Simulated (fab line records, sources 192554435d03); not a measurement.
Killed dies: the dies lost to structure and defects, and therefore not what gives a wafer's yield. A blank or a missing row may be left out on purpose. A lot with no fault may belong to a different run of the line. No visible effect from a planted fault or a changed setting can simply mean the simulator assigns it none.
Matching of chambers || flow n5-finfet || N5_BEOL_M13_ETCH_68 on rie-diel-05 has 4 sister chambers
The step etches SOC in N2/H2, time 355 s. 8 wafers are shown with their chamber, then 7 later ones without.

== WAFERS PAIRED WITH THEIR CHAMBERS ==
{"wafer": "L083.5", "chamber": 2, "drypump-motor-current-A (A)": 6.1, "oes-product-au (a.u.)": 0.68}
{"wafer": "L083.6", "chamber": 1, "drypump-motor-current-A (A)": 5.2, "oes-product-au (a.u.)": 0.84}
{"wafer": "L082.1", "chamber": 2, "drypump-motor-current-A (A)": 6.0, "oes-product-au (a.u.)": 0.68}
{"wafer": "L085.1", "chamber": 0, "drypump-motor-current-A (A)": 6.2, "oes-product-au (a.u.)": 0.69}
{"wafer": "L085.4", "chamber": 3, "drypump-motor-current-A (A)": 5.5, "oes-product-au (a.u.)": 0.85}
{"wafer": "L085.6", "chamber": 0, "drypump-motor-current-A (A)": 6.2, "oes-product-au (a.u.)": 0.70}
{"wafer": "L086.1", "chamber": 3, "drypump-motor-current-A (A)": 5.6, "oes-product-au (a.u.)": 0.85}
{"wafer": "L086.2", "chamber": 1, "drypump-motor-current-A (A)": 5.2, "oes-product-au (a.u.)": 0.82}

== WAFERS WITHOUT THEIR CHAMBER ==
{"wafer": "L086.3", "drypump-motor-current-A (A)": 6.1, "oes-product-au (a.u.)": 0.70}
{"wafer": "L086.4", "drypump-motor-current-A (A)": 5.2, "oes-product-au (a.u.)": 0.82}
{"wafer": "L086.5", "drypump-motor-current-A (A)": 5.6, "oes-product-au (a.u.)": 0.85}
{"wafer": "L086.6", "drypump-motor-current-A (A)": 6.2, "oes-product-au (a.u.)": 0.69}
{"wafer": "L091.1", "drypump-motor-current-A (A)": 6.2, "oes-product-au (a.u.)": 0.69}
{"wafer": "L091.4", "drypump-motor-current-A (A)": 5.2, "oes-product-au (a.u.)": 0.81}
{"wafer": "L091.6", "drypump-motor-current-A (A)": 6.0, "oes-product-au (a.u.)": 0.98}

== THE CHAMBER EACH PASSED THROUGH ==
{"wafer": "L086.3", "from the rows above": "can't be placed: 0 or 2", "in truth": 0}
{"wafer": "L086.4", "from the rows above": 1, "in truth": 1}
{"wafer": "L086.5", "from the rows above": 3, "in truth": 3}
{"wafer": "L086.6", "from the rows above": 0, "in truth": 0}
{"wafer": "L091.1", "from the rows above": 0, "in truth": 0}
{"wafer": "L091.4", "from the rows above": 1, "in truth": 1}
{"wafer": "L091.6", "from the rows above": 3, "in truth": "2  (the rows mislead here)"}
Correct placement for 5 of the 7. Cannot be placed on the basis of these rows: 1; the candidates contain the true chamber in 1. Wrongly placed: 1.
How it was worked out, from the rows above alone: a wafer's distance from a chamber is the root of the sum, over the readings, of the square of ((its reading less the chamber's mean) divided by the reading's scatter). If the next closest chamber is less than 2 further off than the closest, the wafer can't be placed; otherwise it belongs to the closest. The mean given for a chamber averages the wafers shown for that chamber. The scatter: the root of (the sum of the squares of (reading less its chamber's mean) over the shown wafers, divided by (wafers less chambers)).
